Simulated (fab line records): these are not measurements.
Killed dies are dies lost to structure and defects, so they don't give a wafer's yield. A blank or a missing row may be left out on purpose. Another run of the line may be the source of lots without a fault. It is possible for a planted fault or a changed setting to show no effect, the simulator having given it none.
Which tool was responsible? -- flow nandHarc -- Sampling: 12 lots, 36 wafers, 6 of 1302 route steps

WHAT THE GAUGES READ, wafer by wafer
NHARC_P_GATE_CD_MEAS_59: the cd target is 720 nm.
lot,measured,on,cdNm (nm)
L665,day 6 05:10,cdSem-01,720.4 718.4 719.8
L668,day 7 06:28,cdSem-03,720.6 720.8 720.3
L670,day 7 23:33,cdSem-02,720.5 716.7 719.8
L671,day 8 20:52,cdSem-02,719.6 720.1 723.5
L672,day 9 05:00,cdSem-03,718.3 718.6 719.0
L675,day 10 02:39,cdSem-02,719.5 719.2 717.7
L676,day 10 11:47,cdSem-01,815.7 814.0 810.2
L678,day 11 14:41,cdSem-03,720.7 718.7 721.5
L679,day 11 15:04,cdSem-02,721.0 714.6 721.5
L685,day 14 11:23,cdSem-03,715.8 719.4 718.3
L686,day 14 16:55,cdSem-03,718.3 720.0 718.6
L687,day 15 01:04,cdSem-01,719.6 723.2 722.3

NHARC_END_SORT_01.
lot,measured,on,killedAtArray,killedAtOther,killedAtPeriphery,killedDies,killedOpen,killedShort
L676,day 29 00:52,prober-02,32 38 38,3 2 0,36 51 39,71 91 77,0 2 4,2 4 0

TOOL THAT RAN EACH LOT (tool first, then ch and the chambers of the sampled wafers, then the start)
lot,NHARC_P_GATE_ETCH_114,NHARC_P_GATE_ALD_36,NHARC_P_GATE_STRIP_111,NHARC_P_GATE_EXPOSE_56
L665,"rieDiel-05 ch 0,3, day 5 19:11 or earlier","aldSin-03 ch 0,1,3, day 5 19:11","plasmaAsher-02 ch 0,1, day 6 03:56","krfScanner-01 ch 0, day 6 05:01"
L668,"rieDiel-12 ch 0,1,2, day 6 18:11 or earlier","aldSin-03 ch 0,1,2, day 6 18:11","plasmaAsher-02 ch 0,1, day 7 05:14","krfScanner-01 ch 0, day 7 06:18"
L670,"rieDiel-12 ch 0,2,3, day 7 11:06 or earlier","aldSin-04 ch 0,1,2, day 7 11:06","plasmaAsher-02 ch 0,1, day 7 22:27","krfScanner-02 ch 0, day 7 23:23"
L671,"rieDiel-07 ch 1,2,3, day 8 06:21 or earlier","aldSin-01 ch 0,1, day 8 06:21","plasmaAsher-02 ch 0,1, day 8 19:38","krfScanner-01 ch 0, day 8 20:42"
L672,"rieDiel-12 ch 1,2,3, day 8 17:35 or earlier","aldSin-03 ch 1,2, day 8 17:35","plasmaAsher-01 ch 0,1, day 9 03:46","krfScanner-03 ch 0, day 9 04:50"
L675,"rieDiel-07 ch 0,2,3, day 9 14:20 or earlier","aldSin-03 ch 0,2, day 9 14:20","plasmaAsher-01 ch 0,1, day 10 01:31","krfScanner-02 ch 0, day 10 02:30"
L676,"rieDiel-07 ch 0,1,3, day 10 02:41 or earlier","aldSin-04 ch 1,2,3, day 10 02:41","plasmaAsher-01 ch 0,1, day 10 10:34","krfScanner-01 ch 0, day 10 11:38"
L678,"rieDiel-05 ch 1,2, day 11 04:38 or earlier","aldSin-03 ch 0,2,3, day 11 04:38","plasmaAsher-01 ch 0,1, day 11 13:38","krfScanner-01 ch 0, day 11 14:32"
L679,"rieDiel-07 ch 0,2, day 11 04:56 or earlier","aldSin-04 ch 0,1,3, day 11 04:56","plasmaAsher-01 ch 0,1, day 11 14:01","krfScanner-01 ch 0, day 11 14:55"
L685,"rieDiel-12 ch 0,3, day 13 23:20 or earlier","aldSin-01 ch 1,2, day 13 23:20","plasmaAsher-01 ch 0,1, day 14 10:16","krfScanner-02 ch 0, day 14 11:14"
L686,"rieDiel-05 ch 0,2,3, day 14 05:41 or earlier","aldSin-03 ch 0,1,3, day 14 05:41","plasmaAsher-02 ch 0,1, day 14 15:42","krfScanner-01 ch 0, day 14 16:46"
L687,"rieDiel-05 ch 0,1, day 14 13:47 or earlier","aldSin-04 ch 0,1,3, day 14 13:47","plasmaAsher-02 ch 0,1, day 14 23:50","krfScanner-03 ch 0, day 15 00:55"
- NHARC_P_GATE_ETCH_114: etches the open film in CF4/O2, target depth 30 nm, overetch 3 nm, time 16.5 s.
- NHARC_P_GATE_ALD_36: deposits SiNx, target thk 20 nm, pulse time 60 s, ald cycles 223.
- NHARC_P_GATE_STRIP_111: strips in N2/H2, time 250 s.
- NHARC_P_GATE_EXPOSE_56: exposes mask P PSD, target cd 720 nm.

WHAT THE TOOLS THEMSELVES READ (means of the sampled wafers that have a number; where no wafer has one, the mark that the record gives instead)
NHARC_P_GATE_ETCH_114.
lot,tool,drypumpMotorCurrentA (A),oesProductAu (a.u.),rfVppV (V),showerheadPlenumPTorr (Torr),throttleValvePct (%)
L665,rieDiel-05,6.1,1.003,197.6,1.31,13.394
L668,rieDiel-12,5.6,1.005,198.0,1.35,13.399
L670,rieDiel-12,5.8,1.006,197.4,1.37,13.404
L671,rieDiel-07,5.9,0.996,197.9,1.35,13.395
L672,rieDiel-12,5.3,1.004,198.0,1.35,13.395
L675,rieDiel-07,6.4,1.006,198.1,1.31,13.389
L676,rieDiel-07,5.9,0.995,197.4,1.34,13.391
L678,rieDiel-05,5.4,0.992,199.1,1.41,13.397
L679,rieDiel-07,6.3,1.011,197.1,1.32,13.402
L685,rieDiel-12,6.2,1.007,199.4,1.41,13.395
L686,rieDiel-05,5.8,0.996,197.6,1.35,13.394
L687,rieDiel-05,5.5,1.001,199.2,1.39,13.400

NHARC_P_GATE_ALD_36.
lot,tool,heaterPowerW (W),precursorPulseHeightRel
L665,aldSin-03,809,1.005
L668,aldSin-03,758,0.982
L670,aldSin-04,734,1.013
L671,aldSin-01,793,0.976
L672,aldSin-03,703,0.994
L675,aldSin-03,842,0.987
L676,aldSin-04,734,0.987
L678,aldSin-03,822,1.000
L679,aldSin-04,728,0.982
L685,aldSin-01,728,0.995
L686,aldSin-03,829,0.986
L687,aldSin-04,723,0.992

NHARC_P_GATE_STRIP_111.
lot,tool,drypumpMotorCurrentA (A),heaterPowerW (W)
L665,plasmaAsher-02,5.9,89
L668,plasmaAsher-02,5.9,89
L670,plasmaAsher-02,5.9,92
L671,plasmaAsher-02,5.9,89
L672,plasmaAsher-01,5.1,97
L675,plasmaAsher-01,5.1,99
L676,plasmaAsher-01,5.1,98
L678,plasmaAsher-01,5.4,94
L679,plasmaAsher-01,5.1,99
L685,plasmaAsher-01,5.4,93
L686,plasmaAsher-02,5.9,85
L687,plasmaAsher-02,5.7,83

THE ANSWER, worked out from the rows above alone
Rule: the usual values come from the lots themselves. Put in order of their means at a reading, lots are off if they are a third of the lots or fewer, leave a main group of 4 or more, and stand apart from it by a gap of 3 or more times the standard deviation of the main group's means; of several such gaps the widest counts. The tables above print the reading to a certain number of digits; a main group whose means all agree to those digits is not used. Also off: a lot with no number at a reading for which 4 or more lots have one. All remaining lots with rows at the step are treated as sound. The gauges are gone through in route order, then the tools' own readings, and for those a lot's mean is taken as printed above. The first step at which some lot is off is used, and at that step the reading that is off furthest; a lot without a number counts as furthest.
Off at NHARC_P_GATE_CD_MEAS_59 (cdNm): L676. The main group has a mean of 719.6 nm with a standard deviation of 1.1.
If a tool, at a process step before that reading, ran all the lots that are off and no sound lot after the first of them, it fits. The gauges at NHARC_P_GATE_CD_MEAS_59 are tried like those tools. Because NHARC_P_GATE_ETCH_114 lacks a start for some lots, the hours and order of its lots are taken from NHARC_P_GATE_ALD_36. Not one of the candidates tried fits.

WHAT THE SIMULATOR HAD INSERTED
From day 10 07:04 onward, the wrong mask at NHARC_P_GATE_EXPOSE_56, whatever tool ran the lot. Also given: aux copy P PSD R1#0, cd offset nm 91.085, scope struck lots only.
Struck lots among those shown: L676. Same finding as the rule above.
